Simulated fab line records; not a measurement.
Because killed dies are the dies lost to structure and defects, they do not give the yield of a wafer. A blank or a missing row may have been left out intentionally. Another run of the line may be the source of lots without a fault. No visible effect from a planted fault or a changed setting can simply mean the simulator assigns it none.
Matching of chambers :: flow n5 finfet :: N5_BEOL_M0_SAQP_SPACER2_ALD_26 on ald sin-04: 4 sister chambers
The step deposits SiO2, target thk 15 nm, pulse time 1 s, purge time 2 s. 4 wafers are shown with their chamber, then 10 later ones without.

## EACH WAFER AND ITS CHAMBER
wafer: L087.1
chamber: 1
heater power w (W): 471

wafer: L089.6
chamber: 0
heater power w (W): 388

wafer: L090.1
chamber: 3
heater power w (W): 377

wafer: L090.2
chamber: 2
heater power w (W): 439

## WAFERS MISSING THEIR CHAMBER
wafer: L090.6
heater power w (W): 381

wafer: L091.2
heater power w (W): 391

wafer: L091.3
heater power w (W): 440

wafer: L091.4
heater power w (W): 372

wafer: L092.2
heater power w (W): 391

wafer: L092.4
heater power w (W): 481

wafer: L092.6
heater power w (W): 385

wafer: L095.1
heater power w (W): 467

wafer: L095.2
heater power w (W): 394

wafer: L095.4
heater power w (W): 438

## CHAMBER TAKEN BY EACH
wafer: L090.6
from the rows above: can't be placed: 3 or 0
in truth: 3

wafer: L091.2
from the rows above: 0
in truth: 0

wafer: L091.3
from the rows above: 2
in truth: 2

wafer: L091.4
from the rows above: 3
in truth: 3

wafer: L092.2
from the rows above: 0
in truth: 0

wafer: L092.4
from the rows above: 1
in truth: 1

wafer: L092.6
from the rows above: can't be placed: 0 or 3
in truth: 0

wafer: L095.1
from the rows above: 1
in truth: 1

wafer: L095.2
from the rows above: 0
in truth: 0

wafer: L095.4
from the rows above: 2
in truth: 2
Correctly placed: 8 of 10. Not placeable from these rows: 2 (in 2, the candidates include the true chamber). Placed wrongly: 0.
How it was worked out, from the rows above alone: a wafer's distance from a chamber is the root of the sum, over the readings, of the square of ((its reading less the chamber's mean) divided by the reading's scatter). If the next closest chamber is less than 2 further off than the closest, the wafer can't be placed; otherwise it belongs to the closest. For every chamber, the mean is computed from those of its wafers that are shown. The scatter (one wafer shown for each chamber): square how far every hidden wafer sits from the nearest shown wafer, average those squares and take the square root.
